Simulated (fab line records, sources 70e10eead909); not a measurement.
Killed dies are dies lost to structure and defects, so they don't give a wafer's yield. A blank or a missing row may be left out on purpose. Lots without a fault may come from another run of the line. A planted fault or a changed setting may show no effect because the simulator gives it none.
Chamber matching | flow nand_harc | NHARC_A_CONTACT_ALD_18 on ald_metal-04: 4 sister chambers
The step deposits TiN, target thk 3 nm, pulse time 1 s, ald cycles 150. 8 wafers are shown with their chamber, then 7 later ones without.

WAFERS WITH THEIR CHAMBER
wafer  | chamber | heater_power_w (W) | precursor_pulse_height_rel
L078.6 | 3       | 1055               | 0.988
L084.2 | 3       | 1065               | 1.013
L086.2 | 2       | 1076               | 1.016
L086.5 | 1       | 932                | 1.010
L088.4 | 0       | 1105               | 0.966
L088.5 | 2       | 1081               | 1.041
L091.1 | 0       | 1097               | 1.019
L091.2 | 1       | 980                | 0.985

WAFERS WITHOUT THEIR CHAMBER
wafer  | heater_power_w (W) | precursor_pulse_height_rel
L091.5 | 1117               | 1.033
L092.1 | 1065               | 0.988
L092.3 | 962                | 0.989
L092.4 | 1109               | 1.030
L094.3 | 955                | 0.990
L094.4 | 1128               | 0.963
L094.5 | 1062               | 1.040

WHICH CHAMBER EACH WENT THROUGH
wafer  | from the rows above          | in truth
L091.5 | can't be placed: 0 or 2 or 3 | 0
L092.1 | can't be placed: 3 or 2 or 0 | 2
L092.3 | 1                            | 1
L092.4 | can't be placed: 0 or 2 or 3 | 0
L094.3 | 1                            | 1
L094.4 | can't be placed: 0 or 2      | 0
L094.5 | can't be placed: 2 or 3 or 0 | 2
Placed correctly: 2 of 7. Can't be placed from these rows: 5 (the true chamber is among the candidates in 5). Placed wrongly: 0.
How it was worked out, from the rows above alone: a wafer's distance from a chamber is the root of the sum, over the readings, of the square of ((its reading less the chamber's mean) divided by the reading's scatter). The wafer belongs to the nearest chamber; if the next one is less than 2 further off, it can't be placed. A chamber's mean is the mean of its shown wafers. The scatter: the root of (the sum of the squares of (reading less its chamber's mean) over the shown wafers, divided by (wafers less chambers)).
